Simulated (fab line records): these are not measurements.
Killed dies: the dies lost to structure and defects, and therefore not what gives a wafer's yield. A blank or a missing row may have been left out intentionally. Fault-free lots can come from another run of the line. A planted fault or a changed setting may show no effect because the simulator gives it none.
Chamber matching ; flow n5Finfet ; rieDiel-01 running N5_BEOL_M6_ETCH_61: 4 sister chambers
The step etches SiARC in CF4, target depth 45.5 nm, time 75.8 s. 14 wafers are shown with their chamber, then 7 later ones without.

EACH WAFER AND ITS CHAMBER
wafer;chamber;throttleValvePct (%);oesProductAu (a.u.);etchRfOnTimeS (s)
L081.1;0;16.16;0.59;73.7
L081.3;2;15.59;0.73;79.1
L081.6;3;15.18;0.69;75.5
L082.1;3;15.19;0.70;74.3
L082.4;1;15.32;0.78;75.6
L082.5;1;15.33;0.79;75.1
L080.1;1;15.35;0.78;76.9
L080.4;2;15.60;0.73;79.7
L080.5;1;15.32;0.78;76.5
L084.2;3;15.21;0.68;75.3
L084.5;2;15.61;0.71;79.3
L084.6;1;15.36;0.76;76.0
L088.1;2;15.63;0.69;80.4
L088.2;3;15.26;0.68;75.2

SIGNATURES, as means of the wafers listed above
reading;chamber 0;chamber 1;chamber 2;chamber 3;scatter within a chamber
throttleValvePct;16.1600;15.3360;15.6075;15.2100;0.0245
oesProductAu;0.5900;0.7780;0.7150;0.6875;0.0136
etchRfOnTimeS;73.700;76.020;79.625;75.075;0.622
Rule: for each reading, subtract the chamber's mean from the wafer's reading, divide by that reading's scatter and square the result; add these up over the readings and take the root, which gives the wafer's distance from the chamber. If the next closest chamber is less than 2 further off than the closest, the wafer can't be placed; otherwise it belongs to the closest. The scatter: the root of (the sum of the squares of (reading less its chamber's mean) over the shown wafers, divided by (wafers less chambers)).

WAFERS MISSING THEIR CHAMBER
wafer;throttleValvePct (%);oesProductAu (a.u.);etchRfOnTimeS (s)
L088.3;15.71;0.80;73.2
L090.1;15.72;0.79;72.1
L090.2;15.63;0.69;78.7
L090.6;15.63;0.70;79.8
L092.2;15.65;0.69;78.1
L092.4;15.73;0.78;72.4
L092.6;15.25;0.67;73.9

CHAMBER TAKEN BY EACH
wafer;from the rows above;in truth
L088.3;2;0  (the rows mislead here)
L090.1;2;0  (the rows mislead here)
L090.2;2;2
L090.6;2;2
L092.2;2;2
L092.4;2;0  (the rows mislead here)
L092.6;3;3
4 of 7 placed correctly. Can't be placed from these rows: 0. 3 placed wrongly.
